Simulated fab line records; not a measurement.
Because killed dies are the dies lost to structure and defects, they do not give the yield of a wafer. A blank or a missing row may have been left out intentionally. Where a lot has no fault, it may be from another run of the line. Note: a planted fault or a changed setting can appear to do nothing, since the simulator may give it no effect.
The tool behind it: which one? / flow nand-harc / 24 lots, 72 wafers sampled, at 4 steps of a route of 1159

## WHAT THE GAUGES READ, wafer by wafer
NHARC_A_BLC_INSPECT_28. Usual: raw-defect-count at 444, with a standard deviation of 140.
lot=L076; measured=day 17 17:31; on=defect-inspect-01; raw-defect-count=276 551 368; flag=
lot=L074; measured=day 17 17:58; on=defect-inspect-02; raw-defect-count=310 262 343; flag=
lot=L075; measured=day 17 20:40; on=defect-inspect-02; raw-defect-count=269 321 448; flag=
lot=L078; measured=day 18 04:02; on=defect-inspect-01; raw-defect-count=357 421 362; flag=
lot=L079; measured=day 18 08:36; on=defect-inspect-02; raw-defect-count=356 555 414; flag=
lot=L077; measured=day 18 09:03; on=defect-inspect-01; raw-defect-count=386 532 456; flag=
lot=L080; measured=day 19 15:59; on=defect-inspect-01; raw-defect-count=348 603 475; flag=
lot=L082; measured=day 19 16:11; on=defect-inspect-01; raw-defect-count=405 541 446; flag=
lot=L084; measured=day 19 20:25; on=defect-inspect-01; raw-defect-count=570 405 376; flag=
lot=L083; measured=day 19 20:52; on=defect-inspect-01; raw-defect-count=236 372 488; flag=
lot=L081; measured=day 19 21:10; on=defect-inspect-01; raw-defect-count=351 341 327; flag=
lot=L085; measured=day 20 13:05; on=defect-inspect-01; raw-defect-count=413 425 393; flag=
lot=L087; measured=day 20 14:00; on=defect-inspect-02; raw-defect-count=494 452 539; flag=
lot=L086; measured=day 20 18:38; on=defect-inspect-01; raw-defect-count=294 300 503; flag=
lot=L089; measured=day 20 22:53; on=defect-inspect-02; raw-defect-count=366 322 233; flag=
lot=L088; measured=day 21 08:29; on=defect-inspect-02; raw-defect-count=413 439 519; flag=
lot=L091; measured=day 22 00:05; on=defect-inspect-01; raw-defect-count=527 494 569; flag=
lot=L090; measured=day 22 00:30; on=defect-inspect-02; raw-defect-count=519 556 609; flag=
lot=L094; measured=day 22 05:29; on=defect-inspect-02; raw-defect-count=646 777 839; flag=
lot=L095; measured=day 23 04:38; on=defect-inspect-02; raw-defect-count=354 614 559; flag=
lot=L092; measured=day 23 05:50; on=defect-inspect-01; raw-defect-count=512 437 488; flag=
lot=L093; measured=day 23 12:35; on=defect-inspect-01; raw-defect-count=329 278 336; flag=
lot=L096; measured=day 23 14:49; on=defect-inspect-02; raw-defect-count=450 389 281; flag=
lot=L097; measured=day 23 17:28; on=defect-inspect-01; raw-defect-count=577 581 420; flag=

NHARC_A_M0_INSPECT_27. Usual: raw-defect-count at 488, with a standard deviation of 150.
lot=L076; measured=day 17 21:20; on=defect-inspect-01; raw-defect-count=353 381 498; flag=
lot=L074; measured=day 17 21:38; on=defect-inspect-02; raw-defect-count=467 448 426; flag=
lot=L075; measured=day 18 00:07; on=defect-inspect-01; raw-defect-count=320 558 451; flag=
lot=L078; measured=day 18 07:45; on=defect-inspect-02; raw-defect-count=457 606 521; flag=
lot=L079; measured=day 18 12:31; on=defect-inspect-01; raw-defect-count=580 497 449; flag=
lot=L077; measured=day 18 12:43; on=defect-inspect-02; raw-defect-count=309 858 464; flag=
lot=L080; measured=day 19 19:29; on=defect-inspect-01; raw-defect-count=248 359 385; flag=
lot=L082; measured=day 19 19:49; on=defect-inspect-02; raw-defect-count=468 424 406; flag=
lot=L084; measured=day 20 00:20; on=defect-inspect-02; raw-defect-count=622 371 415; flag=
lot=L083; measured=day 20 00:56; on=defect-inspect-02; raw-defect-count=443 334 318; flag=
lot=L081; measured=day 20 01:11; on=defect-inspect-02; raw-defect-count=718 608 411; flag=
lot=L085; measured=day 20 16:49; on=defect-inspect-02; raw-defect-count=326 296 330; flag=
lot=L087; measured=day 20 17:32; on=defect-inspect-02; raw-defect-count=494 706 553; flag=
lot=L086; measured=day 20 22:17; on=defect-inspect-02; raw-defect-count=570 464 698; flag=
lot=L089; measured=day 21 02:46; on=defect-inspect-01; raw-defect-count=368 420 424; flag=
lot=L088; measured=day 21 11:56; on=defect-inspect-02; raw-defect-count=467 707 568; flag=
lot=L091; measured=day 22 04:12; on=defect-inspect-02; raw-defect-count=977 564 390; flag=
lot=L090; measured=day 22 04:20; on=defect-inspect-02; raw-defect-count=391 352 380; flag=
lot=L094; measured=day 22 09:03; on=defect-inspect-02; raw-defect-count=801 719 778; flag=
lot=L095; measured=day 23 08:14; on=defect-inspect-02; raw-defect-count=402 332 358; flag=
lot=L092; measured=day 23 10:08; on=defect-inspect-01; raw-defect-count=370 390 436; flag=
lot=L093; measured=day 23 16:21; on=defect-inspect-02; raw-defect-count=521 524 850; flag=
lot=L096; measured=day 23 18:32; on=defect-inspect-02; raw-defect-count=506 385 428; flag=
lot=L097; measured=day 23 21:23; on=defect-inspect-01; raw-defect-count=579 545 466; flag=

## WHAT TOOL EACH LOT RAN ON (gives the tool, then ch and the chambers of the sampled wafers, and finally the start)
lot=L076; NHARC_A_BLC_STRIP_21=rie-diel-12 ch 2,3, day 17 13:04; NHARC_A_M0_DEGAS_28=pvd-sputter-01, day 17 19:46
lot=L074; NHARC_A_BLC_STRIP_21=rie-diel-04 ch 0,1,3, day 17 13:50; NHARC_A_M0_DEGAS_28=pvd-sputter-03, day 17 20:02
lot=L075; NHARC_A_BLC_STRIP_21=rie-diel-12 ch 0,2,3, day 17 18:52; NHARC_A_M0_DEGAS_28=pvd-sputter-01, day 17 22:34
lot=L078; NHARC_A_BLC_STRIP_21=rie-diel-04 ch 1,3, day 17 22:32; NHARC_A_M0_DEGAS_28=pvd-sputter-02, day 18 06:12
lot=L079; NHARC_A_BLC_STRIP_21=rie-diel-04 ch 1,2,3, day 18 06:15; NHARC_A_M0_DEGAS_28=pvd-sputter-01, day 18 10:45
lot=L077; NHARC_A_BLC_STRIP_21=rie-diel-04 ch 0,3, day 18 06:41; NHARC_A_M0_DEGAS_28=pvd-sputter-03, day 18 11:08
lot=L080; NHARC_A_BLC_STRIP_21=rie-diel-01 ch 0,2, day 19 12:01; NHARC_A_M0_DEGAS_28=pvd-sputter-03, day 19 17:55
lot=L082; NHARC_A_BLC_STRIP_21=rie-diel-12 ch 1,2,3, day 19 12:48; NHARC_A_M0_DEGAS_28=pvd-sputter-02, day 19 18:11
lot=L084; NHARC_A_BLC_STRIP_21=rie-diel-01 ch 0,1,2, day 19 18:37; NHARC_A_M0_DEGAS_28=pvd-sputter-01, day 19 22:22
lot=L083; NHARC_A_BLC_STRIP_21=rie-diel-12 ch 1,2,3, day 19 18:50; NHARC_A_M0_DEGAS_28=pvd-sputter-02, day 19 22:54
lot=L081; NHARC_A_BLC_STRIP_21=rie-diel-01 ch 2,3, day 19 19:16; NHARC_A_M0_DEGAS_28=pvd-sputter-01, day 19 23:12
lot=L085; NHARC_A_BLC_STRIP_21=rie-diel-01 ch 0,2,3, day 20 10:49; NHARC_A_M0_DEGAS_28=pvd-sputter-01, day 20 15:16
lot=L087; NHARC_A_BLC_STRIP_21=rie-diel-01 ch 0,1, day 20 11:45; NHARC_A_M0_DEGAS_28=pvd-sputter-02, day 20 15:59
lot=L086; NHARC_A_BLC_STRIP_21=rie-diel-12 ch 0,2,3, day 20 14:49; NHARC_A_M0_DEGAS_28=pvd-sputter-01, day 20 20:41
lot=L089; NHARC_A_BLC_STRIP_21=rie-diel-01 ch 0,1, day 20 18:44; NHARC_A_M0_DEGAS_28=pvd-sputter-02, day 21 01:13
lot=L088; NHARC_A_BLC_STRIP_21=rie-diel-04 ch 2,3, day 20 21:17; NHARC_A_M0_DEGAS_28=pvd-sputter-03, day 21 10:22
lot=L091; NHARC_A_BLC_STRIP_21=rie-diel-04 ch 0,1,2, day 21 18:43; NHARC_A_M0_DEGAS_28=pvd-sputter-01, day 22 02:37
lot=L090; NHARC_A_BLC_STRIP_21=rie-diel-12 ch 1,2,3, day 21 19:23; NHARC_A_M0_DEGAS_28=pvd-sputter-02, day 22 02:46
lot=L094; NHARC_A_BLC_STRIP_21=rie-diel-01 ch 0,1,2, day 22 03:41; NHARC_A_M0_DEGAS_28=pvd-sputter-03, day 22 07:23
lot=L095; NHARC_A_BLC_STRIP_21=rie-diel-04 ch 0,1,3, day 22 17:41; NHARC_A_M0_DEGAS_28=pvd-sputter-03, day 23 06:31
lot=L092; NHARC_A_BLC_STRIP_21=rie-diel-04 ch 0,1,2, day 22 21:14; NHARC_A_M0_DEGAS_28=pvd-sputter-01, day 23 07:58
lot=L093; NHARC_A_BLC_STRIP_21=rie-diel-04 ch 0,1, day 23 07:20; NHARC_A_M0_DEGAS_28=pvd-sputter-01, day 23 14:29
lot=L096; NHARC_A_BLC_STRIP_21=rie-diel-12 ch 0,1, day 23 12:45; NHARC_A_M0_DEGAS_28=pvd-sputter-03, day 23 16:57
lot=L097; NHARC_A_BLC_STRIP_21=rie-diel-01 ch 1,2, day 23 15:40; NHARC_A_M0_DEGAS_28=pvd-sputter-03, day 23 19:39
- NHARC_A_BLC_STRIP_21: strips in O2.
- NHARC_A_M0_DEGAS_28: time 60 s.

## AS READ BY THE TOOLS THEMSELVES (means over the sampled wafers that have a number; for cases with no such wafer, the mark the record gives instead)
NHARC_A_BLC_STRIP_21. Usual: drypump-motor-current-A 5.6 A, standard deviation 0.49; oes-product-au 1.003 a.u., standard deviation 0.012; rf-vpp-V 57.8 V, standard deviation 0.86; showerhead-plenum-p-Torr 3.53 Torr, standard deviation 0.12; throttle-valve-pct 17.037 %, standard deviation 0.0086.
lot=L076; tool=rie-diel-12; drypump-motor-current-A (A)=6.1; oes-product-au (a.u.)=1.006; rf-vpp-V (V)=57.9; showerhead-plenum-p-Torr (Torr)=3.63; throttle-valve-pct (%)=17.034; flag=
lot=L074; tool=rie-diel-04; drypump-motor-current-A (A)=5.6; oes-product-au (a.u.)=1.001; rf-vpp-V (V)=57.5; showerhead-plenum-p-Torr (Torr)=3.48; throttle-valve-pct (%)=17.033; flag=
lot=L075; tool=rie-diel-12; drypump-motor-current-A (A)=6.0; oes-product-au (a.u.)=1.014; rf-vpp-V (V)=58.1; showerhead-plenum-p-Torr (Torr)=3.59; throttle-valve-pct (%)=17.039; flag=
lot=L078; tool=rie-diel-04; drypump-motor-current-A (A)=5.5; oes-product-au (a.u.)=1.016; rf-vpp-V (V)=57.4; showerhead-plenum-p-Torr (Torr)=3.50; throttle-valve-pct (%)=17.032; flag=
lot=L079; tool=rie-diel-04; drypump-motor-current-A (A)=5.6; oes-product-au (a.u.)=1.005; rf-vpp-V (V)=57.2; showerhead-plenum-p-Torr (Torr)=3.58; throttle-valve-pct (%)=17.037; flag=
lot=L077; tool=rie-diel-04; drypump-motor-current-A (A)=5.7; oes-product-au (a.u.)=0.988; rf-vpp-V (V)=57.6; showerhead-plenum-p-Torr (Torr)=3.45; throttle-valve-pct (%)=17.038; flag=
lot=L080; tool=rie-diel-01; drypump-motor-current-A (A)=5.4; oes-product-au (a.u.)=0.998; rf-vpp-V (V)=58.6; showerhead-plenum-p-Torr (Torr)=3.68; throttle-valve-pct (%)=17.041; flag=
lot=L082; tool=rie-diel-12; drypump-motor-current-A (A)=6.0; oes-product-au (a.u.)=1.015; rf-vpp-V (V)=57.5; showerhead-plenum-p-Torr (Torr)=3.62; throttle-valve-pct (%)=17.038; flag=
lot=L084; tool=rie-diel-01; drypump-motor-current-A (A)=5.3; oes-product-au (a.u.)=0.998; rf-vpp-V (V)=58.1; showerhead-plenum-p-Torr (Torr)=3.55; throttle-valve-pct (%)=17.039; flag=
lot=L083; tool=rie-diel-12; drypump-motor-current-A (A)=6.0; oes-product-au (a.u.)=1.013; rf-vpp-V (V)=58.8; showerhead-plenum-p-Torr (Torr)=3.62; throttle-valve-pct (%)=17.033; flag=
lot=L081; tool=rie-diel-01; drypump-motor-current-A (A)=5.7; oes-product-au (a.u.)=0.991; rf-vpp-V (V)=58.5; showerhead-plenum-p-Torr (Torr)=3.64; throttle-valve-pct (%)=17.039; flag=
lot=L085; tool=rie-diel-01; drypump-motor-current-A (A)=5.5; oes-product-au (a.u.)=1.000; rf-vpp-V (V)=58.2; showerhead-plenum-p-Torr (Torr)=3.56; throttle-valve-pct (%)=17.033; flag=
lot=L087; tool=rie-diel-01; drypump-motor-current-A (A)=5.1; oes-product-au (a.u.)=0.987; rf-vpp-V (V)=57.6; showerhead-plenum-p-Torr (Torr)=3.43; throttle-valve-pct (%)=17.043; flag=
lot=L086; tool=rie-diel-12; drypump-motor-current-A (A)=6.0; oes-product-au (a.u.)=1.011; rf-vpp-V (V)=58.5; showerhead-plenum-p-Torr (Torr)=3.57; throttle-valve-pct (%)=17.032; flag=
lot=L089; tool=rie-diel-01; drypump-motor-current-A (A)=5.1; oes-product-au (a.u.)=0.991; rf-vpp-V (V)=56.5; showerhead-plenum-p-Torr (Torr)=3.43; throttle-valve-pct (%)=17.042; flag=
lot=L088; tool=rie-diel-04; drypump-motor-current-A (A)=6.1; oes-product-au (a.u.)=0.999; rf-vpp-V (V)=58.2; showerhead-plenum-p-Torr (Torr)=3.63; throttle-valve-pct (%)=17.040; flag=
lot=L091; tool=rie-diel-04; drypump-motor-current-A (A)=5.2; oes-product-au (a.u.)=1.009; rf-vpp-V (V)=57.9; showerhead-plenum-p-Torr (Torr)=3.51; throttle-valve-pct (%)=17.036; flag=
lot=L090; tool=rie-diel-12; drypump-motor-current-A (A)=6.0; oes-product-au (a.u.)=1.006; rf-vpp-V (V)=57.3; showerhead-plenum-p-Torr (Torr)=3.61; throttle-valve-pct (%)=17.035; flag=
lot=L094; tool=rie-diel-01; drypump-motor-current-A (A)=5.3; oes-product-au (a.u.)=0.994; rf-vpp-V (V)=58.3; showerhead-plenum-p-Torr (Torr)=3.55; throttle-valve-pct (%)=17.036; flag=
lot=L095; tool=rie-diel-04; drypump-motor-current-A (A)=5.6; oes-product-au (a.u.)=1.000; rf-vpp-V (V)=57.4; showerhead-plenum-p-Torr (Torr)=3.47; throttle-valve-pct (%)=17.040; flag=
lot=L092; tool=rie-diel-04; drypump-motor-current-A (A)=5.2; oes-product-au (a.u.)=1.007; rf-vpp-V (V)=57.7; showerhead-plenum-p-Torr (Torr)=3.51; throttle-valve-pct (%)=17.033; flag=
lot=L093; tool=rie-diel-04; drypump-motor-current-A (A)=5.1; oes-product-au (a.u.)=1.000; rf-vpp-V (V)=57.3; showerhead-plenum-p-Torr (Torr)=3.43; throttle-valve-pct (%)=17.036; flag=
lot=L096; tool=rie-diel-12; drypump-motor-current-A (A)=5.8; oes-product-au (a.u.)=1.014; rf-vpp-V (V)=57.9; showerhead-plenum-p-Torr (Torr)=3.54; throttle-valve-pct (%)=17.041; flag=
lot=L097; tool=rie-diel-01; drypump-motor-current-A (A)=5.4; oes-product-au (a.u.)=1.001; rf-vpp-V (V)=57.9; showerhead-plenum-p-Torr (Torr)=3.49; throttle-valve-pct (%)=17.034; flag=

NHARC_A_M0_DEGAS_28. Usual: heater-power-w at 326 W, with a standard deviation of 30.
lot=L076; tool=pvd-sputter-01; heater-power-w (W)=319; flag=
lot=L074; tool=pvd-sputter-03; heater-power-w (W)=366; flag=
lot=L075; tool=pvd-sputter-01; heater-power-w (W)=335; flag=
lot=L078; tool=pvd-sputter-02; heater-power-w (W)=320; flag=
lot=L079; tool=pvd-sputter-01; heater-power-w (W)=319; flag=
lot=L077; tool=pvd-sputter-03; heater-power-w (W)=315; flag=
lot=L080; tool=pvd-sputter-03; heater-power-w (W)=340; flag=
lot=L082; tool=pvd-sputter-02; heater-power-w (W)=319; flag=
lot=L084; tool=pvd-sputter-01; heater-power-w (W)=305; flag=
lot=L083; tool=pvd-sputter-02; heater-power-w (W)=331; flag=
lot=L081; tool=pvd-sputter-01; heater-power-w (W)=305; flag=
lot=L085; tool=pvd-sputter-01; heater-power-w (W)=337; flag=
lot=L087; tool=pvd-sputter-02; heater-power-w (W)=328; flag=
lot=L086; tool=pvd-sputter-01; heater-power-w (W)=301; flag=
lot=L089; tool=pvd-sputter-02; heater-power-w (W)=308; flag=
lot=L088; tool=pvd-sputter-03; heater-power-w (W)=329; flag=
lot=L091; tool=pvd-sputter-01; heater-power-w (W)=352; flag=
lot=L090; tool=pvd-sputter-02; heater-power-w (W)=304; flag=
lot=L094; tool=pvd-sputter-03; heater-power-w (W)=318; flag=
lot=L095; tool=pvd-sputter-03; heater-power-w (W)=349; flag=
lot=L092; tool=pvd-sputter-01; heater-power-w (W)=309; flag=
lot=L093; tool=pvd-sputter-01; heater-power-w (W)=350; flag=
lot=L096; tool=pvd-sputter-03; heater-power-w (W)=319; flag=
lot=L097; tool=pvd-sputter-03; heater-power-w (W)=321; flag=

## THE ANSWER, worked out from the rows above alone
Rule: a lot is off if the mean of its wafers that have a number lies more than 3 standard deviations from the usual mean. A lot without any number at a reading at which 4 lots or more have one is off too. The other lots that the step has rows for count as sound. First the gauges in route order, then the tools' own readings, where a lot's mean is used as printed above. The first step at which some lot is off is used, and at that step the reading that is off furthest; a lot without a number counts as furthest.
No lot is off at any reading shown: from this, nothing can be told.

## WHAT THE SIMULATOR PUT IN
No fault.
